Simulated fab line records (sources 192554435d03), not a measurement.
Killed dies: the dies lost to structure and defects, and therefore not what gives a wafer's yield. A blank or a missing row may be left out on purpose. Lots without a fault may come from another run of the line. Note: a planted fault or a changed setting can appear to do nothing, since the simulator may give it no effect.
Comparing a struck lot with a sound one / flow n5Finfet / 23 steps out of a route of 1938
Sound: the wafers L768.2, L768.5, L768.6. Wafers L775.2, L775.3, L775.5 were the ones struck. Last of all comes the cause.
At each step with rows: each side's tool, then ch and its chambers, then its first start. Under that, the readings that differ: sound wafers / struck wafers / difference of the means / sigmas: that difference in standard deviations of wafers without a fault.
alike: same words and numbers on both sides, and readings whose means sit less than 2 such deviations apart. not compared: any withheld reading, any reading some wafer has no value for, any bound like >300 that may hide the same value, and any number with overlapping values for which the record gives no deviation.
A row with sigmas, a row that says differs or no value, or rows on one side alone: a step with any of these is where the two part. Non-overlapping numbers with no deviation appear without sigmas and do not part them. A reading that every wafer of one side lacks parts them only if that side has two wafers or more.

first, 8 steps without rows for these wafers: N5_BEOL_M9_ANNEAL_51 (time 90 s); N5_BEOL_M9_CMP_52 (polishes, stops on SiCOH lowk, t overpolish 7 s, target thk 140 nm); N5_BEOL_M9_PRE_CLEAN_55 (time 15 s); N5_BEOL_M9_DEP_56 (deposits SiCN from 3MS/NH3, target thk 15 nm, time 26.5 s); N5_BEOL_M10_ILD_DEP_00 (deposits SiCOH lowk from DEMS/porogen, target thk 308.51 nm, time 58 s); N5_BEOL_M10_CURE_71 (cures SiCOH lowk, time 240 s); N5_BEOL_M10_PECVD_70 (deposits SiO2 from TEOS/O2, target thk 20 nm, time 22.7 s); N5_BEOL_M10_HM_DEP_02 (deposits TiN, target thk 20 nm).
N5_BEOL_M10_COAT_59: time 60 s, resist thk 100 nm.
  sound on lithoTrack-03 ch 0, day 14 08:19; struck on lithoTrack-03 ch 0, day 15 14:53
reading=spinSpeedRpm (rpm); sound=1500.1 1498.5 1498.7; struck=1644.7 1645.0 1643.9; difference=+145.4; sigmas=+99 or more
reading=model.SOC_of_BEOL_M10_COAT_59.thkNm (nm); sound=100.2 100.2 100.2; struck=95.6 95.6 95.6; difference=-4.6; sigmas=
  alike: exhaustPa
then, 9 steps without rows for these wafers: N5_BEOL_M10_COAT_60 (time 60 s, resist thk 30 nm); N5_BEOL_M10_COAT_05 (resist thk 90 nm); N5_BEOL_M10_EBR_07; N5_BEOL_M10_SOFTBAKE_06 (time 60 s); N5_BEOL_M10_EXPOSE_08 (exposes mask M10); N5_BEOL_M10_PEB_09 (peb time 60 s); N5_BEOL_M10_DEVELOP_10 (develop time 30 s); N5_BEOL_M10_DESCUM_16 (chemistry O2, time 7.9 s); N5_BEOL_M10_ETCH_61 (etches SiARC in CF4, target depth 39 nm, time 65 s).
N5_BEOL_M10_ETCH_62: etches SOC in N2/H2, target depth 110 nm, overetch 22 nm, time 165 s.
  sound on rieDiel-06 ch 1,2, day 14 08:51; struck on rieDiel-03 ch 0,1,3, day 15 15:26
reading=drypumpMotorCurrentA (A); sound=6.8 5.8 6.9; struck=5.1 6.0 5.8; difference=-0.9; sigmas=-2
reading=oesProductAu (a.u.); sound=0.60 0.67 0.60; struck=0.77 0.76 0.67; difference=+0.11; sigmas=+2
reading=rfVppV (V); sound=521.7 520.4 521.8; struck=529.0 523.8 527.6; difference=+5.5; sigmas=+2
reading=showerheadPlenumPTorr (Torr); sound=2.50 2.44 2.50; struck=2.70 2.59 2.66; difference=+0.17; sigmas=+2
reading=model.etch.depthNm (nm); sound=100.1 100.1 100.2; struck=95.56 95.52 95.55; difference=-4.59; sigmas=
  alike: n2FlowSccm, throttleValvePct
  not compared: rfHoursCounterH
then, 2 steps without rows for these wafers: N5_BEOL_M10_STRIP_68 (strips in N2/H2); N5_BEOL_M10_STRIP_67 (strips in CF4).
N5_BEOL_M10_HM_OPEN_17: chemistry Cl2/BCl3, target TiN, target depth 20 nm, overetch 6 nm.
  sound on rieMetal-03 ch 0,1, day 14 09:02; struck on rieMetal-01 ch 0,1, day 15 15:37
reading=throttleValvePct (%); sound=22.32 22.32 21.99; struck=21.96 21.96 21.90; difference=-0.27; sigmas=-2
reading=model.SOC_of_BEOL_M10_COAT_59.thkNm (nm); sound=92.4 92.4 92.2; struck=87.6 87.4 87.6; difference=-4.8; sigmas=
  alike: drypumpMotorCurrentA, oesProductAu
  not compared: rfHoursCounterH
then, 1 step without rows for these wafers: N5_BEOL_M10_STRIP_19 (strips in O2).

WHERE THEY PART
First at N5_BEOL_M10_COAT_59; last, within this record, at N5_BEOL_M10_HM_OPEN_17.

WHY: what the simulator had put in
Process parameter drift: lithoTrack-03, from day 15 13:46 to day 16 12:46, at N5_BEOL_M10_COAT_59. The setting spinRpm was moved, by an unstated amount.
